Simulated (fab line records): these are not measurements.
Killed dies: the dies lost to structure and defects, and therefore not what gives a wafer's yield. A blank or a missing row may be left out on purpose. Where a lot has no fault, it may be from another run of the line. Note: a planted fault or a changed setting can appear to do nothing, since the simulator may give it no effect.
What tool caused it?    flow nand_harc    Sampling: 6 lots, 18 wafers, 3 of 1302 route steps

WHAT THE GAUGES READ, wafer by wafer
NHARC_A_SIN_REMOVE_INSPECT_04.
lot   measured      on                 raw_defect_count
L562  day 20 23:11  defect_inspect-02  289 384 392
L570  day 24 05:12  defect_inspect-01  454 436 649
L573  day 25 05:18  defect_inspect-02  458 356 443
L577  day 26 15:39  defect_inspect-02  431 426 352
L580  day 28 13:16  defect_inspect-01  399 344 289
L582  day 29 20:32  defect_inspect-02  424 476 392

WHICH TOOL RAN EACH LOT (tool, then ch and the chambers of the sampled wafers, then the start)
lot   NHARC_A_SLIT_DEP_23              NHARC_A_SLIT_STRIP_18
L562  pecvd-03 ch 0,2, day 20 09:32    rie_diel-13 ch 0,1,3, day 20 23:11 or earlier
L570  pecvd-02 ch 0,1,2, day 23 12:22  rie_diel-01 ch 2,3, day 24 05:12 or earlier
L573  pecvd-02 ch 0,1,2, day 24 15:31  rie_diel-13 ch 0,1,3, day 25 05:18 or earlier
L577  pecvd-01 ch 0,1, day 26 02:55    rie_diel-13 ch 0,2,3, day 26 15:39 or earlier
L580  pecvd-03 ch 0,1,2, day 28 01:04  rie_diel-13 ch 0,2,3, day 28 13:16 or earlier
L582  pecvd-03 ch 0,1,2, day 29 06:57  rie_diel-01 ch 0,1,3, day 29 20:32 or earlier
- NHARC_A_SLIT_DEP_23: deposits SiON, target thk 100 nm.
- NHARC_A_SLIT_STRIP_18: strips in O2.

THE ANSWER, worked out from the rows above alone
Rule: usual is defined by the lots themselves. The widest of any qualifying gaps counts: lots, ordered by their means at a reading, are off when they make up no more than a third of the lots, leave a main group of 4 or more, and stand apart from it by 3 or more times the standard deviation of that group's means. A main group whose means are all the same, to the digits that the tables above print for the reading, isn't used. Also off: a lot with no number at a reading for which 4 or more lots have one. Any other lot the step has rows for is counted as sound.
Across all readings shown, no lot is off: no conclusion can be drawn from this.

WHAT THE SIMULATOR HAD INSERTED
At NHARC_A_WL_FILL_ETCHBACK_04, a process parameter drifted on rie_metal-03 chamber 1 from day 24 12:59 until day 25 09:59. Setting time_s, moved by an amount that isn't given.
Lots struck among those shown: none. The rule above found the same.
